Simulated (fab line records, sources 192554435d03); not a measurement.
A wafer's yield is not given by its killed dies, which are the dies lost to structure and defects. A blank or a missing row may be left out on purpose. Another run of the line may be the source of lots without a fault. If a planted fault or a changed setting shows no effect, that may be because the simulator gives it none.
fab line records -- flow n5-finfet -- part 1 of 2: steps 1 to 22 of 28
record: lots: 5, wafers: 15, last-day: 16
route steps=1938 shown BEOL_M9@1413
lots with no fault: from the same line, run without faults
start-h: hours from the record's opening day to when the first of the lot's shown wafers began -- wait-h: how many hours have passed since the lot's step before this one -- " unchanged from the row above -- L1.1+2: several wafers, shown together as one row -- - either no value or no given start -- * or withheld: withheld -- < > ~ a bound
route shown NAME@n: NAME is a module with steps in the file, n the number in the route of the first one -- usual: average and standard deviation across the fault-free wafers -- same: alike in all rows -- chamber/n: place in a boat -- sites: per-site readings -- _std_site: the standard deviation of these -- _edge_site: the outer-site mean with the inner-site mean subtracted -- radius-mm: how far each site lies from the wafer's centre -- mask NAME#n: copy n -- behind: the most recent tool/chamber to have shaped the wafer -- hold: what put the lot on hold/how long, in hours/how the hold closed -- device: the n, p or np transistor that did not switch -- end of line: tests run on the same wafers once the route is complete -- for a step that has no rows: nothing shown but its recipe -- killed: dies lost to structure and defects at the first sort, not the wafer's yield -- map: dies across one wafer; x = killed, . = not, _ = none there
set.NAME: the setting as run; set.NAME@STEP: as run at that earlier step -- model.NAME: the simulator's own value behind a step, which no gauge read
lots seen at some steps along the route; tables by step, rows by wafer
services: a tool's chamber out of use, with start hour (start-h, from the record's first day; less than 0 if before it), hours out, and reason
== steps ==
step: N5_BEOL_M9_DEVELOP_10
recipe: develop-time-s: 30, developer: TMAH, resist: CAR-ArF, rinse-liquid: diw, dry: air-spin, dev-temp-c: 23
same: develop-time-s: 30
lot.wafer,tool,chamber,start-h,wait-h
L078.1+3+6,litho-track-04,0,-,-
L080.2+3+5,litho-track-05,0,-,-
L081.2+4+5,litho-track-04,0,-,-
L083.2+3+6,litho-track-05,0,-,-
L094.4+5+6,litho-track-01,0,-,-
step: N5_BEOL_M9_CD_MEAS_11
recipe: target-cd-nm: 64.1, landing-energy-ev: 500, detector: se-inlens, polarity: opening
usual: cd-nm: 64.1/0.43
same: landing-energy-ev: 500
lot.wafer,tool,chamber,start-h,wait-h,cd-nm
L078.1,cd-sem-03,0,228.90,-,64.4
L078.3,cd-sem-03,0,228.90,-,63.7
L078.6,cd-sem-03,0,228.90,-,64.5
L080.2,cd-sem-01,0,236.81,-,64.4
L080.3,cd-sem-01,0,236.81,-,64.1
L080.5,cd-sem-01,0,236.81,-,63.8
L081.2,cd-sem-02,0,239.53,-,64.3
L081.4,cd-sem-02,0,239.53,-,64.0
L081.5,cd-sem-02,0,239.53,-,64.9
L083.2,cd-sem-02,0,266.73,-,65.3
L083.3,cd-sem-02,0,266.73,-,64.5
L083.6,cd-sem-02,0,266.73,-,64.5
L094.4,cd-sem-03,0,330.29,-,64.6
L094.5,cd-sem-03,0,330.29,-,64.0
L094.6,cd-sem-03,0,330.29,-,64.5
step: N5_BEOL_M9_OVL_MEAS_12
recipe: points-per-wafer: 44
usual: M9_OVL: 0.0/0.88
lot.wafer,tool,chamber,start-h,wait-h,M9_OVL[nm]
L078.1,overlay-02,0,228.93,0.0,-0.4
L078.3,overlay-02,0,228.93,0.0,-0.6
L078.6,overlay-02,0,228.93,0.0,-0.5
L080.2,overlay-02,0,236.84,0.0,1.5
L080.3,overlay-02,0,236.84,0.0,-0.1
L080.5,overlay-02,0,236.84,0.0,0.7
L081.2,overlay-02,0,239.56,0.0,-0.9
L081.4,overlay-02,0,239.56,0.0,-0.4
L081.5,overlay-02,0,239.56,0.0,-0.9
L083.2,overlay-01,0,266.76,0.0,-0.1
L083.3,overlay-01,0,266.76,0.0,0.3
L083.6,overlay-01,0,266.76,0.0,-0.2
L094.4,overlay-02,0,330.31,0.0,-0.2
L094.5,overlay-02,0,330.31,0.0,-1.5
L094.6,overlay-02,0,330.31,0.0,-0.6
step: N5_BEOL_M9_INSPECT_13
recipe: mode: adi, inspect-instrument: brightfield
usual: raw-defect-count: 388/86
lot.wafer,tool,chamber,start-h,wait-h,raw-defect-count
L078.1,defect-inspect-02,-,228.95,0.0,350
L078.3,defect-inspect-02,-,228.95,0.0,344
L078.6,defect-inspect-02,-,228.95,0.0,344
L080.2,defect-inspect-01,-,236.87,0.0,482
L080.3,defect-inspect-01,-,236.87,0.0,443
L080.5,defect-inspect-01,-,236.87,0.0,402
L081.2,defect-inspect-01,-,239.59,0.0,390
L081.4,defect-inspect-01,-,239.59,0.0,404
L081.5,defect-inspect-01,-,239.59,0.0,283
L083.2,defect-inspect-02,-,266.78,0.0,430
L083.3,defect-inspect-02,-,266.78,0.0,361
L083.6,defect-inspect-02,-,266.78,0.0,340
L094.4,defect-inspect-02,-,330.34,0.0,574
L094.5,defect-inspect-02,-,330.34,0.0,386
L094.6,defect-inspect-02,-,330.34,0.0,481
step: N5_BEOL_M9_DESCUM_16
recipe: chemistry: O2, time-s: 7.9, source-power-w: 50, bias-power-w: 20, pressure-mtorr: 20, rf-frequency-hz: 2.712e+07, temp-c: 40, resist: CAR-ArF, o2-flow-sccm: 225
usual: drypump-motor-current-A: 5.8/0.54, oes-product-au: 0.79/0.076, rf-vpp-V: 243.7/1.3, showerhead-plenum-p-Torr: 2.13/0.07, throttle-valve-pct: 20.3/0.3
lot.wafer,tool,chamber,start-h,wait-h,drypump-motor-current-A,oes-product-au,rf-hours-counter-h,rf-vpp-V,showerhead-plenum-p-Torr,throttle-valve-pct
L078.1,rie-diel-06,2,229.06,0.1,6.4,0.70,213,241.6,1.98,20.9
L078.3,rie-diel-06,0,229.06,0.1,5.0,0.84,64,244.4,2.22,20.3
L078.6,rie-diel-06,2,229.06,0.1,6.4,0.70,-,241.2,1.98,21.0
L080.2,rie-diel-06,0,236.90,0.0,5.0,0.84,67,245.9,2.22,20.3
L080.3,rie-diel-06,3,236.90,0.0,6.2,0.89,40,244.5,2.13,19.8
L080.5,rie-diel-06,3,236.90,0.0,6.2,0.89,-,243.9,2.13,19.8
L081.2,rie-diel-03,1,239.62,0.0,5.9,0.73,207,243.8,2.17,20.6
L081.4,rie-diel-03,0,239.62,0.0,5.3,0.71,-,244.2,2.17,20.2
L081.5,rie-diel-03,2,239.62,0.0,6.0,0.71,-,243.5,2.16,20.5
L083.2,rie-diel-06,1,266.83,0.0,5.9,0.89,35,243.8,2.13,20.2
L083.3,rie-diel-06,0,266.83,0.0,5.0,0.82,77,244.6,2.21,20.3
L083.6,rie-diel-06,1,266.83,0.0,5.9,0.89,-,244.8,2.13,20.2
L094.4,rie-diel-01,3,330.72,0.4,5.7,0.79,110,242.1,2.02,20.3
L094.5,rie-diel-01,3,330.72,0.4,5.7,0.79,-,242.4,2.02,20.3
L094.6,rie-diel-01,0,330.72,0.4,6.7,0.71,-,243.5,2.15,20.4
step: N5_BEOL_M9_ETCH_61
recipe: chemistry: CF4, target: SiARC, target-depth-a: 390, mask-material: CAR-ArF, time-s: 65, ion-energy-ev: 80, pressure-mtorr: 40, source-w: 545, bias-w: 36, Ar_flow_sccm: 100, cf4-flow-sccm: 100, ends: cleared
usual: drypump-motor-current-A: 5.8/0.54, etch-rf-on-time-s: 64.6/1, mfc-ar-sccm: 100.0/0.32, oes-product-au: 0.68/0.066, rf-vpp-V: 184.7/1.1, showerhead-plenum-p-Torr: 2.18/0.066, throttle-valve-pct: 15.53/0.3
lot.wafer,tool,chamber,start-h,wait-h,drypump-motor-current-A,etch-rf-on-time-s,mfc-ar-sccm,oes-product-au,rf-hours-counter-h,rf-vpp-V,showerhead-plenum-p-Torr,throttle-valve-pct
L078.1,rie-diel-06,2,229.09,0.0,6.4,66.9,99.8,0.59,214,183.4,2.04,16.14
L078.3,rie-diel-06,0,229.09,0.0,5.0,64.5,100.2,0.72,64,184.4,2.25,15.43
L078.6,rie-diel-06,2,229.09,0.0,6.4,66.8,100.4,0.60,-,183.8,2.04,16.15
L080.2,rie-diel-06,0,236.93,0.0,5.0,63.9,100.4,0.72,67,185.4,2.25,15.41
L080.3,rie-diel-06,3,236.93,0.0,6.2,65.0,100.2,0.76,40,184.3,2.18,15.04
L080.5,rie-diel-06,3,236.93,0.0,6.2,64.5,100.3,0.76,-,184.1,2.18,15.05
L081.2,rie-diel-03,1,239.65,0.0,5.9,66.0,99.7,0.62,207,186.7,2.21,15.77
L081.4,rie-diel-03,0,239.65,0.0,5.3,66.3,99.8,0.61,-,185.9,2.21,15.36
L081.5,rie-diel-03,2,239.65,0.0,6.0,65.1,100.2,0.61,-,185.0,2.20,15.73
L083.2,rie-diel-06,1,266.86,0.0,5.9,63.7,100.8,0.75,35,184.2,2.18,15.32
L083.3,rie-diel-06,0,266.86,0.0,5.0,63.6,100.1,0.71,77,185.1,2.25,15.43
L083.6,rie-diel-06,1,266.86,0.0,5.9,63.4,100.4,0.77,-,186.3,2.18,15.35
L094.4,rie-diel-01,3,330.75,0.0,5.7,64.7,100.0,0.67,110,183.9,2.07,15.45
L094.5,rie-diel-01,3,330.75,0.0,5.7,65.2,99.9,0.67,-,184.8,2.07,15.47
L094.6,rie-diel-01,0,330.75,0.0,6.6,65.3,99.8,0.60,-,185.3,2.20,15.66
step: N5_BEOL_M9_ETCH_62
recipe: chemistry: N2/H2, target: SOC, target-depth-a: 1100, overetch-a: 220, mask-material: SiARC, temp-c: 40, time-s: 165, ion-energy-ev: 200, pressure-mtorr: 30, source-w: 840, bias-w: 150, n2-flow-sccm: 200, h2-flow-sccm: 200
usual: drypump-motor-current-A: 5.8/0.54, oes-product-au: 0.67/0.06, rf-vpp-V: 525.2/2.5, showerhead-plenum-p-Torr: 2.59/0.084, throttle-valve-pct: 17.7/0.31
lot.wafer,tool,chamber,start-h,wait-h,drypump-motor-current-A,oes-product-au,rf-hours-counter-h,rf-vpp-V,showerhead-plenum-p-Torr,throttle-valve-pct
L078.1,rie-diel-06,2,229.14,0.0,6.4,0.60,214,519.0,2.41,18.4
L078.3,rie-diel-06,0,229.14,0.0,5.0,0.71,64,526.5,2.68,17.5
L078.6,rie-diel-06,2,229.14,0.0,6.4,0.60,-,519.0,2.41,18.4
L080.2,rie-diel-06,0,236.98,0.0,5.0,0.70,67,527.6,2.68,17.5
L080.3,rie-diel-06,3,236.98,0.0,6.2,0.74,40,524.9,2.59,17.2
L080.5,rie-diel-06,3,236.98,0.0,6.2,0.75,-,525.4,2.59,17.2
L081.2,rie-diel-03,1,239.70,0.0,5.9,0.62,207,525.1,2.62,17.9
L081.4,rie-diel-03,0,239.70,0.0,5.3,0.62,-,526.1,2.63,17.6
L081.5,rie-diel-03,2,239.70,0.0,6.0,0.60,-,526.9,2.63,17.9
L083.2,rie-diel-06,1,266.91,0.0,5.9,0.74,35,524.6,2.58,17.5
L083.3,rie-diel-06,0,266.91,0.0,5.0,0.69,77,527.8,2.67,17.5
L083.6,rie-diel-06,1,266.91,0.0,5.9,0.75,-,526.3,2.58,17.5
L094.4,rie-diel-01,3,330.80,0.0,5.7,0.67,110,522.9,2.46,17.7
L094.5,rie-diel-01,3,330.80,0.0,5.7,0.67,-,520.4,2.46,17.7
L094.6,rie-diel-01,0,330.80,0.0,6.7,0.61,-,525.1,2.61,17.8
step: N5_BEOL_M9_STRIP_68
recipe: chemistry: N2/H2, temp-c: 40, n2-flow-sccm: 200, h2-flow-sccm: 200, rf-frequency-hz: 6e+07
lot.wafer,tool,chamber,start-h,wait-h
L078.1+3+6,rie-diel-06,"2,0,2",229.28,0.1
L080.2+3+5,rie-diel-06,"0,3,3",237.12,0.1
L081.2+4+5,rie-diel-03,"1,0,2",239.84,0.1
L083.2+3+6,rie-diel-06,"1,0,1",267.05,0.1
L094.4+5+6,rie-diel-01,"3,3,0",330.94,0.1
step: N5_BEOL_M9_STRIP_67
recipe: chemistry: CF4, resist: SiARC, power-w: 300, bias-power-w: 75, pressure-mtorr: 50, cf4-flow-sccm: 150, rf-frequency-hz: 6e+07
usual: drypump-motor-current-A: 5.8/0.54, oes-product-au: 0.79/0.071, rf-vpp-V: 271.8/1.4, showerhead-plenum-p-Torr: 1.83/0.056, throttle-valve-pct: 13.51/0.29
lot.wafer,tool,chamber,start-h,wait-h,drypump-motor-current-A,oes-product-au,rf-hours-counter-h,rf-vpp-V,showerhead-plenum-p-Torr,throttle-valve-pct
L078.1,rie-diel-06,2,229.29,0.0,6.4,0.71,214,271.3,1.70,14.11
L078.3,rie-diel-06,0,229.29,0.0,5.0,0.84,64,272.4,1.89,13.39
L078.6,rie-diel-06,2,229.29,0.0,6.4,0.71,-,270.5,1.70,14.12
L080.2,rie-diel-06,0,237.13,0.0,5.0,0.84,67,273.0,1.89,13.39
L080.3,rie-diel-06,3,237.13,0.0,6.2,0.88,40,272.2,1.83,13.04
L080.5,rie-diel-06,3,237.13,0.0,6.1,0.88,-,271.1,1.83,13.04
L081.2,rie-diel-03,1,239.85,0.0,5.9,0.73,207,271.6,1.85,13.75
L081.4,rie-diel-03,0,239.85,0.0,5.3,0.72,-,270.9,1.85,13.37
L081.5,rie-diel-03,2,239.85,0.0,6.0,0.71,-,273.1,1.85,13.75
L083.2,rie-diel-06,1,267.06,0.0,5.9,0.89,35,271.5,1.82,13.27
L083.3,rie-diel-06,0,267.06,0.0,5.0,0.82,77,273.9,1.88,13.42
L083.6,rie-diel-06,1,267.06,0.0,5.9,0.89,-,272.5,1.82,13.26
L094.4,rie-diel-01,3,330.95,0.0,5.8,0.79,110,269.1,1.74,13.46
L094.5,rie-diel-01,3,330.95,0.0,5.7,0.79,-,270.1,1.74,13.47
L094.6,rie-diel-01,0,330.95,0.0,6.7,0.72,-,272.3,1.85,13.69
step: N5_BEOL_M9_HM_OPEN_17
recipe: chemistry: Cl2/BCl3, target-depth-a: 200, overetch-a: 60, target: TiN, mask-material: SOC, ion-energy-ev: 150, pressure-mtorr: 10, icp-w: 1000, bias-w: 126, Cl2_flow_sccm: 53.25, bcl3-flow-sccm: 21.75, Ar_flow_sccm: 25
usual: drypump-motor-current-A: 5.6/0.49, mfc-ar-sccm: 24.99/0.068, oes-product-au: 0.70/0.072, throttle-valve-pct: 22.09/0.25
lot.wafer,tool,chamber,start-h,wait-h,drypump-motor-current-A,mfc-ar-sccm,oes-product-au,rf-hours-counter-h,throttle-valve-pct
L078.1,rie-metal-01,1,229.34,0.0,6.0,25.06,0.77,4,22.04
L078.3,rie-metal-01,1,229.34,0.0,6.0,25.00,0.77,-,22.03
L078.6,rie-metal-01,1,229.34,0.0,6.0,25.03,0.77,-,22.03
L080.2,rie-metal-02,0,237.17,0.0,4.9,24.85,0.53,125,22.52
L080.3,rie-metal-02,0,237.17,0.0,4.9,24.99,0.52,-,22.54
L080.5,rie-metal-02,1,237.17,0.0,5.7,24.93,0.64,-,22.39
L081.2,rie-metal-01,1,239.89,0.0,6.0,25.03,0.77,5,22.04
L081.4,rie-metal-01,0,239.89,0.0,5.5,24.90,0.75,-,21.72
L081.5,rie-metal-01,0,239.89,0.0,5.5,24.99,0.75,-,21.72
L083.2,rie-metal-03,1,267.10,0.0,5.0,24.91,0.65,49,22.20
L083.3,rie-metal-03,0,267.10,0.0,6.5,24.93,0.71,-,21.91
L083.6,rie-metal-03,0,267.10,0.0,6.5,24.86,0.72,-,21.89
L094.4,rie-metal-02,0,331.02,0.1,4.9,25.06,0.77,-,22.29
L094.5,rie-metal-02,1,331.02,0.1,5.7,25.08,0.62,-,22.40
L094.6,rie-metal-02,0,331.02,0.1,4.9,25.04,0.78,-,22.29
step: N5_BEOL_M9_STRIP_19
recipe: chemistry: O2, power-w: 400, temp-c: 40, pressure-mtorr: 30, rf-frequency-hz: 6e+07, bias-power-w: 0, overash-fraction: 0.2, o2-flow-sccm: 225
usual: drypump-motor-current-A: 5.7/0.55, oes-product-au: 0.78/0.076, rf-vpp-V: 3.7/0.59, showerhead-plenum-p-Torr: 2.15/0.064, throttle-valve-pct: 16.60/0.25
lot.wafer,tool,chamber,start-h,wait-h,drypump-motor-current-A,oes-product-au,rf-hours-counter-h,rf-vpp-V,showerhead-plenum-p-Torr,throttle-valve-pct
L078.1,rie-diel-03,1,229.46,0.1,5.9,0.72,203,3.5,2.17,16.80
L078.3,rie-diel-03,0,229.46,0.1,5.3,0.72,188,3.1,2.18,16.44
L078.6,rie-diel-03,1,229.46,0.1,5.9,0.73,-,3.6,2.17,16.81
L080.2,rie-diel-06,2,237.29,0.1,6.4,0.70,217,3.5,1.99,17.18
L080.3,rie-diel-06,0,237.29,0.1,5.0,0.84,67,2.8,2.22,16.51
L080.5,rie-diel-06,0,237.29,0.1,5.0,0.85,-,4.3,2.22,16.52
L081.2,rie-diel-06,0,240.01,0.1,5.0,0.84,68,4.1,2.22,16.51
L081.4,rie-diel-06,3,240.01,0.1,6.2,0.87,-,3.0,2.13,16.08
L081.5,rie-diel-06,0,240.01,0.1,5.0,0.85,-,4.2,2.22,16.53
L083.2,rie-diel-01,0,267.33,0.2,6.7,0.73,196,4.1,2.16,16.62
L083.3,rie-diel-01,1,267.33,0.2,5.0,0.84,61,3.7,2.21,16.54
L083.6,rie-diel-01,0,267.33,0.2,6.7,0.73,-,2.6,2.16,16.61
L094.4,rie-diel-06,3,331.10,0.1,6.2,0.84,69,5.2,2.12,16.11
L094.5,rie-diel-06,0,331.10,0.1,5.0,0.80,-,3.5,2.21,16.58
L094.6,rie-diel-06,3,331.10,0.1,6.2,0.84,-,4.0,2.12,16.13
step: N5_BEOL_M9_CD_MEAS_18
recipe: pitch-nm: 140, target-cd-nm: 70
usual: cd-nm: 70.0/0.45
lot.wafer,tool,chamber,start-h,wait-h,cd-nm
L078.1,cd-sem-02,-,229.53,0.0,70.1
L078.3,cd-sem-02,-,229.53,0.0,69.8
L078.6,cd-sem-02,-,229.53,0.0,70.1
L080.2,cd-sem-03,-,237.36,0.1,70.3
L080.3,cd-sem-03,-,237.36,0.1,70.3
L080.5,cd-sem-03,-,237.36,0.1,70.2
L081.2,cd-sem-02,-,240.08,0.1,70.1
L081.4,cd-sem-02,-,240.08,0.1,69.8
L081.5,cd-sem-02,-,240.08,0.1,70.6
L083.2,cd-sem-03,-,267.40,0.1,71.1
L083.3,cd-sem-03,-,267.40,0.1,70.3
L083.6,cd-sem-03,-,267.40,0.1,70.6
L094.4,cd-sem-03,-,331.17,0.1,70.5
L094.5,cd-sem-03,-,331.17,0.1,70.0
L094.6,cd-sem-03,-,331.17,0.1,69.7
step: N5_BEOL_M9_COAT_63
recipe: resist: SOC, temp-c: 250, time-s: 60, spin-rpm: 1500, resist-thk-nm: 60
usual: dispense-pressure-kPa: 49.4/2.3
lot.wafer,tool,chamber,start-h,wait-h,dispense-pressure-kPa
L078.1,litho-track-01,0,231.86,2.3,51.0
L078.3,litho-track-01,0,231.86,2.3,51.0
L078.6,litho-track-01,0,231.86,2.3,51.0
L080.2,litho-track-04,0,237.78,0.4,45.8
L080.3,litho-track-04,0,237.78,0.4,45.8
L080.5,litho-track-04,0,237.78,0.4,45.8
L081.2,litho-track-01,0,240.99,0.9,51.0
L081.4,litho-track-01,0,240.99,0.9,51.0
L081.5,litho-track-01,0,240.99,0.9,51.0
L083.2,litho-track-05,0,267.46,0.1,50.7
L083.3,litho-track-05,0,267.46,0.1,50.7
L083.6,litho-track-05,0,267.46,0.1,50.7
L094.4,litho-track-05,0,332.17,1.0,50.7
L094.5,litho-track-05,0,332.17,1.0,50.6
L094.6,litho-track-05,0,332.17,1.0,50.6
step: N5_BEOL_M9_COAT_64
recipe: resist: SiARC, temp-c: 220, time-s: 60, spin-rpm: 1500, resist-thk-nm: 12
usual: dispense-pressure-kPa: 49.3/2.3
lot.wafer,tool,chamber,start-h,wait-h,dispense-pressure-kPa
L078.1,litho-track-01,0,-,-,50.9
L078.3,litho-track-01,0,-,-,51.0
L078.6,litho-track-01,0,-,-,50.9
L080.2,litho-track-04,0,-,-,45.8
L080.3,litho-track-04,0,-,-,45.7
L080.5,litho-track-04,0,-,-,45.7
L081.2,litho-track-01,0,-,-,50.9
L081.4,litho-track-01,0,-,-,50.9
L081.5,litho-track-01,0,-,-,50.9
L083.2,litho-track-05,0,-,-,50.6
L083.3,litho-track-05,0,-,-,50.6
L083.6,litho-track-05,0,-,-,50.6
L094.4,litho-track-05,0,-,-,50.7
L094.5,litho-track-05,0,-,-,50.6
L094.6,litho-track-05,0,-,-,50.7
step: N5_BEOL_M9_COAT_75
recipe: resist: underlayer, temp-c: 205, time-s: 60, spin-rpm: 1500, resist-thk-nm: 5
usual: dispense-pressure-kPa: 49.3/2.3
lot.wafer,tool,chamber,start-h,wait-h,dispense-pressure-kPa
L078.1,litho-track-01,0,-,-,50.9
L078.3,litho-track-01,0,-,-,50.8
L078.6,litho-track-01,0,-,-,50.9
L080.2,litho-track-04,0,-,-,45.8
L080.3,litho-track-04,0,-,-,45.8
L080.5,litho-track-04,0,-,-,45.8
L081.2,litho-track-01,0,-,-,50.9
L081.4,litho-track-01,0,-,-,50.9
L081.5,litho-track-01,0,-,-,50.9
L083.2,litho-track-05,0,-,-,50.7
L083.3,litho-track-05,0,-,-,50.7
L083.6,litho-track-05,0,-,-,50.7
L094.4,litho-track-05,0,-,-,50.6
L094.5,litho-track-05,0,-,-,50.6
L094.6,litho-track-05,0,-,-,50.6
step: N5_BEOL_M9_COAT_22
recipe: resist: CAR-EUV, spin-rpm: 1500, resist-thk-nm: 30
usual: dispense-pressure-kPa: 49.3/2.3
lot.wafer,tool,chamber,start-h,wait-h,dispense-pressure-kPa
L078.1,litho-track-01,0,-,-,50.9
L078.3,litho-track-01,0,-,-,50.9
L078.6,litho-track-01,0,-,-,51.0
L080.2,litho-track-04,0,-,-,45.7
L080.3,litho-track-04,0,-,-,45.7
L080.5,litho-track-04,0,-,-,45.7
L081.2,litho-track-01,0,-,-,50.9
L081.4,litho-track-01,0,-,-,50.9
L081.5,litho-track-01,0,-,-,50.9
L083.2,litho-track-05,0,-,-,50.7
L083.3,litho-track-05,0,-,-,50.7
L083.6,litho-track-05,0,-,-,50.7
L094.4,litho-track-05,0,-,-,50.7
L094.5,litho-track-05,0,-,-,50.7
L094.6,litho-track-05,0,-,-,50.7
step: N5_BEOL_M9_EBR_24
recipe: solvent: PGMEA, ebr-width-mm: 1.5
lot.wafer,tool,chamber,start-h,wait-h
L078.1+3+6,litho-track-01,0,-,-
L080.2+3+5,litho-track-04,0,-,-
L081.2+4+5,litho-track-01,0,-,-
L083.2+3+6,litho-track-05,0,-,-
L094.4+5+6,litho-track-05,0,-,-
step: N5_BEOL_M9_SOFTBAKE_23
recipe: temp-c: 110, time-s: 60, resist: CAR-EUV
lot.wafer,tool,chamber,start-h,wait-h
L078.1+3+6,litho-track-01,0,-,-
L080.2+3+5,litho-track-04,0,-,-
L081.2+4+5,litho-track-01,0,-,-
L083.2+3+6,litho-track-05,0,-,-
L094.4+5+6,litho-track-05,0,-,-
step: N5_BEOL_M9_EXPOSE_25
recipe: mask-id: V8, na: 0.33, source-shape: annular, sigma-inner: 0.4, sigma-outer: 0.8, polarization: unpolarized, dose-mj: 37.25
same: na: 0.33
lot.wafer,tool,chamber,start-h,wait-h,mask
L078.1+3+6,euv-scanner-02,0,232.12,-,V8#0
L080.2+3+5,euv-scanner-02,0,237.92,-,V8#0
L081.2+4+5,euv-scanner-01,0,241.26,-,V8#0
L083.2+3+6,euv-scanner-01,0,267.60,-,V8#0
L094.4+5+6,euv-scanner-02,0,332.45,-,V8#0
step: N5_BEOL_M9_PEB_26
recipe: peb-temp-c: 100, peb-time-s: 60, resist: CAR-EUV
same: peb-time-s: 60
lot.wafer,tool,chamber,start-h,wait-h
L078.1+3+6,litho-track-01,0,232.18,0.1
L080.2+3+5,litho-track-01,0,237.98,0.0
L081.2+4+5,litho-track-01,0,241.32,0.0
L083.2+3+6,litho-track-04,0,267.66,0.0
L094.4+5+6,litho-track-01,0,332.50,0.0
step: N5_BEOL_M9_DEVELOP_27
recipe: develop-time-s: 30, developer: TMAH, resist: CAR-EUV, rinse-liquid: surfactant-rinse, dry: air-spin, dev-temp-c: 23
same: develop-time-s: 30
lot.wafer,tool,chamber,start-h,wait-h
L078.1+3+6,litho-track-01,0,-,-
L080.2+3+5,litho-track-01,0,-,-
L081.2+4+5,litho-track-01,0,-,-
L083.2+3+6,litho-track-04,0,-,-
L094.4+5+6,litho-track-01,0,-,-
step: N5_BEOL_M9_CD_MEAS_28
recipe: target-cd-nm: 70, landing-energy-ev: 500, detector: se-inlens, polarity: opening
usual: cd-nm: 70.10/0.24
same: landing-energy-ev: 500
lot.wafer,tool,chamber,start-h,wait-h,cd-nm
L078.1,cd-sem-02,0,232.25,-,69.73
L078.3,cd-sem-02,0,232.25,-,70.02
L078.6,cd-sem-02,0,232.25,-,69.76
L080.2,cd-sem-03,0,238.05,-,70.55
L080.3,cd-sem-03,0,238.05,-,70.09
L080.5,cd-sem-03,0,238.05,-,69.98
L081.2,cd-sem-01,0,241.38,-,70.20
L081.4,cd-sem-01,0,241.38,-,70.05
L081.5,cd-sem-01,0,241.38,-,70.15
L083.2,cd-sem-03,0,267.72,-,70.14
L083.3,cd-sem-03,0,267.72,-,70.43
L083.6,cd-sem-03,0,267.72,-,70.09
L094.4,cd-sem-02,0,332.57,-,70.45
L094.5,cd-sem-02,0,332.57,-,70.29
L094.6,cd-sem-02,0,332.57,-,70.30
